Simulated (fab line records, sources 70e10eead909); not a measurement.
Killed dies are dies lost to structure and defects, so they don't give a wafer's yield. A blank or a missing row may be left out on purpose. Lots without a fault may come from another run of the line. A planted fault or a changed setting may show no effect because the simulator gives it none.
A struck lot beside a sound one | flow nand_harc | 15 steps out of a route of 1159
Sound: wafers L636.1, L636.2, L636.6. Struck: wafers L645.1, L645.5. (L645.6 of the same lot was not struck and is left out.) The cause comes at the end.
At each step with rows: each side's tool, then ch and its chambers, then its first start. Under that, the readings that differ: sound wafers | struck wafers | difference of the means | sigmas: that difference in standard deviations of wafers without a fault.
alike: readings whose means differ by less than 2 such deviations, and words and numbers that are the same on both sides. not compared: withheld readings, readings that some wafer has no value for, bounds like >300 that may hide the same value, and numbers for which the record gives no deviation and whose values overlap.
The two part at a step that has a row with sigmas, a row that says differs or no value, or rows on one side only. Numbers that don't overlap but have no deviation are shown without sigmas and don't part them. A reading that every wafer of one side lacks parts them only if that side has two wafers or more.

first, 7 steps without rows for these wafers: NHARC_A_CHANNEL_HOLE_D1_COAT_37 (time 65 s); NHARC_A_CHANNEL_HOLE_D1_COAT_04 (resist thk 90 nm); NHARC_A_CHANNEL_HOLE_D1_SOFTBAKE_05 (time 55 s); NHARC_A_CHANNEL_HOLE_D1_EBR_06; NHARC_A_CHANNEL_HOLE_D1_EXPOSE_07 (exposes mask HOLE D1, target cd 100 nm); NHARC_A_CHANNEL_HOLE_D1_PEB_08 (peb time 65 s); NHARC_A_CHANNEL_HOLE_D1_DEVELOP_09 (develop time 35 s).
NHARC_A_CHANNEL_HOLE_D1_CD_MEAS_10: target cd 100 nm.
  sound on cd_sem-03 ch 0, day 8 05:05; struck on cd_sem-03 ch 0, day 10 11:19
  alike: cd_nm
NHARC_A_CHANNEL_HOLE_D1_OVL_MEAS_11:
  sound on overlay-01, day 8 05:11; struck on overlay-01, day 10 11:24
  alike: overlay_x_nm, overlay_y_nm
NHARC_A_CHANNEL_HOLE_D1_INSPECT_12:
  sound on defect_inspect-01, day 8 05:13; struck on defect_inspect-02, day 10 11:26
  alike: raw_defect_count
NHARC_A_CHANNEL_HOLE_D1_DESCUM_15: chemistry O2, time 3 s.
  sound on rie_diel-10 ch 0,1,2, day 8 05:17; struck on rie_diel-10 ch 0,3, day 10 11:30
  alike: drypump_motor_current_A, mfc_ar_sccm, oes_product_au, rf_vpp_V, showerhead_plenum_p_Torr, throttle_valve_pct
  not compared: rf_hours_counter_h
NHARC_A_CHANNEL_HOLE_D1_ETCH_38: etches the open film in CF4, target depth 39 nm, time 65 s.
  sound on rie_diel-10 ch 0,2, day 8 05:22; struck on rie_diel-10 ch 0, day 10 11:35
  alike: drypump_motor_current_A, mfc_ar_sccm, oes_product_au, rf_vpp_V, showerhead_plenum_p_Torr, throttle_valve_pct
  not compared: rf_hours_counter_h
NHARC_A_CHANNEL_HOLE_D1_ETCH_39: etches the open film in N2/H2, target depth 260 nm, time 325 s.
  sound on rie_diel-10 ch 0,2,3, day 8 05:29; struck on rie_diel-10 ch 0, day 10 11:40
  reading               | sound             | struck      | difference | sigmas
  oes_product_au (a.u.) | 1.009 1.005 1.008 | 0.834 0.835 | -0.173     | -20
  alike: drypump_motor_current_A, h2_flow_sccm, mfc_ar_sccm, rf_vpp_V, showerhead_plenum_p_Torr, throttle_valve_pct
  not compared: rf_hours_counter_h
NHARC_A_CHANNEL_HOLE_D1_ETCH_34: etches the open film in CF4/CHF3, target depth 154 nm, time 77 s.
  sound on rie_diel-10 ch 2,3; struck on rie_diel-10 ch 0,3
  alike: chf3_flow_sccm, drypump_motor_current_A, mfc_ar_sccm, oes_product_au, rf_vpp_V, showerhead_plenum_p_Torr, throttle_valve_pct
  not compared: rf_hours_counter_h
-- the record jumps here: 11 days lie between the struck wafers' starts before and after (it left off in module A_CHANNEL_HOLE_D1 and takes up again in module END, whose first step shown is number 1159 of the route) --
NHARC_END_SORT_01:
  the record has rows for the struck wafers here (prober-02 ch 0, day 21 09:13) and none for the sound ones

WHERE THEY PART
First at NHARC_A_CHANNEL_HOLE_D1_ETCH_39; last, within this record, at NHARC_END_SORT_01.

WHY: what the simulator had put in
Process parameter drift: rie_diel-10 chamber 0, from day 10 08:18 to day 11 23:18, at NHARC_A_CHANNEL_HOLE_D1_ETCH_39. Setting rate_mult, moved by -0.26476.
